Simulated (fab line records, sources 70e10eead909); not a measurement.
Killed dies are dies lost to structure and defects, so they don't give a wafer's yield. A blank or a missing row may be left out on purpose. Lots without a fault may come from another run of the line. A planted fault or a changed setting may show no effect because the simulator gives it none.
Chamber matching | flow nand_harc | NHARC_P_GATE_DESCUM_93 on rie_diel-02: 4 sister chambers
The step chemistry O2, time 3 s. 24 wafers are shown with their chamber, then 12 later ones without.

WAFERS WITH THEIR CHAMBER
wafer  | chamber | drypump_motor_current_A (A) | oes_product_au (a.u.) | rf_vpp_V (V)
L074.2 | 2       | 5.4                         | 0.983                 | 56.3
L074.3 | 1       | 6.3                         | 0.996                 | 58.1
L074.5 | 1       | 6.3                         | 0.994                 | 57.0
L079.2 | 3       | 5.3                         | 1.021                 | 59.2
L079.5 | 3       | 5.3                         | 1.008                 | 58.0
L079.6 | 2       | 5.4                         | 0.999                 | 57.4
L080.3 | 0       | 5.4                         | 1.007                 | 56.9
L080.4 | 3       | 5.3                         | 1.003                 | 58.4
L080.6 | 0       | 5.4                         | 1.005                 | 59.0
L080.1 | 2       | 5.4                         | 0.988                 | 56.2
L080.2 | 1       | 6.3                         | 1.002                 | 57.2
L080.5 | 1       | 6.3                         | 1.008                 | 56.5
L082.2 | 2       | 5.4                         | 0.991                 | 57.0
L082.4 | 3       | 5.3                         | 0.999                 | 56.9
L082.5 | 0       | 5.5                         | 1.000                 | 57.5
L083.2 | 1       | 6.2                         | 0.989                 | 57.8
L083.3 | 2       | 5.4                         | 0.988                 | 56.2
L083.4 | 3       | 5.3                         | 1.002                 | 59.2
L083.1 | 0       | 5.4                         | 1.007                 | 58.7
L083.5 | 3       | 5.3                         | 1.002                 | 56.9
L083.6 | 2       | 5.4                         | 1.003                 | 57.5
L088.2 | 0       | 5.4                         | 1.009                 | 58.0
L088.3 | 3       | 5.3                         | 1.018                 | 57.9
L088.6 | 0       | 5.4                         | 1.015                 | 55.6

SIGNATURES (means of the wafers above)
reading                 | chamber 0 | chamber 1 | chamber 2 | chamber 3 | scatter within a chamber
drypump_motor_current_A | 5.417     | 6.280     | 5.400     | 5.300     | 0.0286
oes_product_au          | 1.00717   | 0.99780   | 0.99200   | 1.00757   | 0.00731
rf_vpp_V                | 57.617    | 57.320    | 56.767    | 58.071    | 0.915
Rule: a wafer's distance from a chamber is the root of the sum, over the readings, of the square of ((its reading less the chamber's mean) divided by the reading's scatter). The wafer belongs to the nearest chamber; if the next one is less than 2 further off, it can't be placed. The scatter: the root of (the sum of the squares of (reading less its chamber's mean) over the shown wafers, divided by (wafers less chambers)).

WAFERS WITHOUT THEIR CHAMBER
wafer  | drypump_motor_current_A (A) | oes_product_au (a.u.) | rf_vpp_V (V)
L088.1 | 5.4                         | 1.003                 | 58.2
L088.4 | 6.3                         | 0.997                 | 56.8
L088.5 | 6.3                         | 1.009                 | 57.4
L090.4 | 5.4                         | 0.999                 | 56.9
L090.5 | 5.4                         | 1.002                 | 57.6
L090.6 | 6.3                         | 0.989                 | 56.9
L094.2 | 6.4                         | 1.002                 | 58.4
L094.4 | 5.4                         | 0.989                 | 57.4
L094.5 | 5.4                         | 1.005                 | 57.3
L094.1 | 5.4                         | 1.000                 | 55.9
L094.3 | 5.3                         | 1.015                 | 57.7
L094.6 | 6.3                         | 0.999                 | 57.4

WHICH CHAMBER EACH WENT THROUGH
wafer  | from the rows above     | in truth
L088.1 | can't be placed: 0 or 2 | 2
L088.4 | 1                       | 1
L088.5 | 1                       | 1
L090.4 | can't be placed: 2 or 0 | 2
L090.5 | can't be placed: 0 or 2 | 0
L090.6 | 1                       | 1
L094.2 | 1                       | 1
L094.4 | can't be placed: 2 or 0 | 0
L094.5 | can't be placed: 0 or 2 | 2
L094.1 | can't be placed: 2 or 0 | 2
L094.3 | 3                       | 3
L094.6 | 1                       | 1
Placed correctly: 6 of 12. Can't be placed from these rows: 6 (the true chamber is among the candidates in 6). Placed wrongly: 0.
